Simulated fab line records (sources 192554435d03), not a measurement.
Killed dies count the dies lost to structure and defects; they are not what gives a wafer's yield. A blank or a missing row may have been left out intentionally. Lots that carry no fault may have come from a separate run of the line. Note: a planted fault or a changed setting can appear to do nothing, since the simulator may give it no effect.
Chamber matching + flow n5Finfet + N5_BEOL_M2_ETCH_77 on rieDiel-04 has 4 sister chambers
The step etches underlayer in N2/H2, target depth 6.5 nm, time 5.2 s. 8 wafers are shown with their chamber, then 10 later ones without.

== EACH WAFER AND ITS CHAMBER ==
| wafer  | chamber | drypumpMotorCurrentA (A) | etchRfOnTimeS (s) |
|--------|---------|--------------------------|-------------------|
| L086.3 | 1       | 5.8                      | 5.34              |
| L086.5 | 1       | 5.8                      | 5.34              |
| L089.6 | 3       | 5.7                      | 5.14              |
| L090.1 | 2       | 4.8                      | 5.07              |
| L090.2 | 3       | 5.7                      | 5.04              |
| L090.4 | 0       | 5.6                      | 4.78              |
| L091.4 | 2       | 4.7                      | 5.23              |
| L091.5 | 0       | 5.6                      | 4.91              |

== WAFERS WHOSE CHAMBER IS MISSING ==
| wafer  | drypumpMotorCurrentA (A) | etchRfOnTimeS (s) |
|--------|--------------------------|-------------------|
| L091.6 | 5.6                      | 5.22              |
| L093.1 | 5.7                      | 5.24              |
| L093.2 | 5.6                      | 4.89              |
| L093.5 | 5.7                      | 5.19              |
| L094.1 | 5.6                      | 4.86              |
| L094.3 | 5.8                      | 5.33              |
| L094.5 | 5.6                      | 5.22              |
| L096.3 | 5.7                      | 5.15              |
| L096.5 | 4.8                      | 5.17              |
| L096.6 | 5.8                      | 5.32              |

== WHICH CHAMBER EACH WENT THROUGH ==
| wafer  | from the rows above     | in truth |
|--------|-------------------------|----------|
| L091.6 | can't be placed: 3 or 0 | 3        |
| L093.1 | can't be placed: 3 or 1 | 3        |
| L093.2 | 0                       | 0        |
| L093.5 | 3                       | 3        |
| L094.1 | 0                       | 0        |
| L094.3 | 1                       | 1        |
| L094.5 | can't be placed: 3 or 0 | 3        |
| L096.3 | 3                       | 3        |
| L096.5 | 2                       | 2        |
| L096.6 | 1                       | 1        |
Correct placement for 7 of the 10. Cannot be placed on the basis of these rows: 3; the candidates contain the true chamber in 3. 0 placed wrongly.
How it was worked out, from the rows above alone: a wafer's distance from a chamber is the root of the sum, over the readings, of the square of ((its reading less the chamber's mean) divided by the reading's scatter). The wafer belongs to the nearest chamber; if the next one is less than 2 further off, it can't be placed. A chamber's mean is the mean of its shown wafers. How the scatter is found: for the shown wafers, subtract from each reading the mean of its chamber, square and add these, divide the total by (wafers less chambers), then take the root.
